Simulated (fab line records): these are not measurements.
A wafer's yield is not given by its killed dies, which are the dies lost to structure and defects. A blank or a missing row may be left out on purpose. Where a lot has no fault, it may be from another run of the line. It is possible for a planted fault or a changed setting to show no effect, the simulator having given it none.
Struck lot and sound lot, side by side | flow nand_harc | 14 steps out of a route of 1302
Sound: wafers L231.3, L231.4, L231.6. Wafers struck: L253.1, L253.4, L253.5. The cause is given at the end.
At each step with rows: each side's tool, then ch and its chambers, then its first start. Under that, the readings that differ: sound wafers | struck wafers | difference of the means | sigmas: that difference in standard deviations of wafers without a fault.
alike: readings whose means differ by less than 2 such deviations, and words and numbers that are the same on both sides. not compared: withheld readings, readings that some wafer has no value for, bounds like >300 that may hide the same value, and numbers for which the record gives no deviation and whose values overlap.
A row with sigmas, a row that says differs or no value, or rows on one side alone: a step with any of these is where the two part. Numbers that have no deviation but don't overlap get no sigmas and don't part them. A reading missing from all wafers of one side parts the sides only when that side holds two or more wafers.

NHARC_A_CHANNEL_FILL_D2_ETCHBACK_20: etches the open film in C4F8/O2/Ar, target depth 27 nm, time 13.5 s.
  sound on rie_diel-13 ch 1,2, day 14 14:47; struck on rie_diel-11 ch 1,3, day 23 14:25
  alike: chamber_pressure_mTorr, oes_product_au, rf_fwd_power_W, rf_vpp_V
  not compared: rf_hours_counter_h
NHARC_A_CHANNEL_FILL_D2_STRIP_28: strips in O2, time 20 s.
  sound on rie_diel-13 ch 1,3, day 14 14:52; struck on rie_diel-11 ch 1,2,3, day 23 14:31
  reading               | sound             | struck            | difference | sigmas
  oes_product_au (a.u.) | 0.984 0.983 0.991 | 1.004 1.017 1.005 | +0.023     | +2
  alike: chamber_pressure_mTorr, drypump_motor_current_A, o2_flow_sccm, rf_vpp_V, showerhead_plenum_p_Torr, throttle_valve_pct
  not compared: rf_hours_counter_h
then, 4 steps without rows for these wafers: NHARC_A_CHANNEL_FILL_D2_PRECLEAN_21 (cleans in dHF, time 30 s); NHARC_A_CHANNEL_FILL_D2_SRD_23; NHARC_A_CHANNEL_FILL_D2_CVD_05 (deposits poly-Si, target thk 5 nm); NHARC_A_CHANNEL_FILL_D2_ANNEAL_22 (time 7200 s).
NHARC_A_CHANNEL_FILL_D2_THK_MEAS_06: measures by ellipsometry.
  sound: film_metro-01 at day 15 02:12; struck: film_metro-02 at day 24 02:21
  alike: thk_nm
NHARC_A_CHANNEL_FILL_D2_ALD_25: deposits SiOx, target thk 60 nm, pulse time 10 s, ald cycles 600.
  sound on ald_hk-03 ch 1,2,3, day 15 02:16; struck on ald_hk-02 ch 0,1,2, day 24 03:01
  alike: heater_power_w, precursor_pulse_height_rel
NHARC_A_CHANNEL_FILL_D2_ETCHBACK_08: etches the open film in C4F8, target depth 220 nm, time 110 s.
  sound: rie_diel-03 ch 0,1,2; struck: rie_diel-11 ch 1,2,3
  alike: chamber_pressure_mTorr, oes_product_au, rf_fwd_power_W, rf_vpp_V
  not compared: rf_hours_counter_h
NHARC_A_CHANNEL_FILL_D2_STRIP_29: strips in O2, time 20 s.
  sound: rie_diel-03 ch 1,2,3; struck: rie_diel-11 ch 0,3
  alike: chamber_pressure_mTorr, drypump_motor_current_A, o2_flow_sccm, oes_product_au, rf_vpp_V, showerhead_plenum_p_Torr, throttle_valve_pct
  not compared: rf_hours_counter_h
then, 2 steps without rows for these wafers: NHARC_A_CHANNEL_FILL_D2_PRECLEAN_30 (cleans in dHF, time 30 s); NHARC_A_CHANNEL_FILL_D2_SRD_31.
NHARC_A_CHANNEL_FILL_D2_CVD_09: deposits poly-Si, target thk 150 nm, time 3000 s.
  sound on lpcvd_poly-03 ch 0, day 15 10:23; struck on lpcvd_poly-03 ch 0, day 24 12:04
  reading                   | sound                | struck               | difference | sigmas
  spike_tc_bottom_C (C)     | 641.0 638.6 641.8    | 590.0 590.7 590.0    | -50.2      | -30
  spike_tc_centre_C (C)     | 621.0 621.9 620.3    | 569.2 570.6 569.6    | -51.3      | -47
  spike_tc_lower_C (C)      | 618.4 616.4 617.8    | 565.9 565.9 566.2    | -51.5      | -32
  spike_tc_top_C (C)        | 637 637 639          | 590 589 590          | -48        | -15
  spike_tc_upper_C (C)      | 621.7 622.5 622.8    | 570.3 572.6 570.2    | -51.3      | -34
  tube_center_temp_C (C)    | 619.99 620.07 620.03 | 568.77 568.65 568.74 | -51.31     | -99 or more
  zone_power_bottom_pct (%) | 12.9 12.7 13.0       | 11.1 11.1 11.0       | -1.8       | -4
  zone_power_centre_pct (%) | 10.0 9.8 9.9         | 8.8 8.6 8.6          | -1.2       | -2
NHARC_A_CHANNEL_FILL_D2_CMP_10: polishes, target thk 150 nm.
  sound on cmp-04 ch 1,2,3, day 15 13:37; struck on cmp-04 ch 1,2,3, day 24 15:19
  reading                | sound          | struck      | difference | sigmas
  time_to_endpoint_s (s) | 12.9 15.1 13.7 | 3.0 2.6 6.7 | -9.8       | -5
  alike: motor_current_A, retaining_ring_pressure_frac

== WHERE THEY PART ==
Earliest at NHARC_A_CHANNEL_FILL_D2_STRIP_28; latest, in this record, at NHARC_A_CHANNEL_FILL_D2_CMP_10.

WHY: whatever the simulator had introduced
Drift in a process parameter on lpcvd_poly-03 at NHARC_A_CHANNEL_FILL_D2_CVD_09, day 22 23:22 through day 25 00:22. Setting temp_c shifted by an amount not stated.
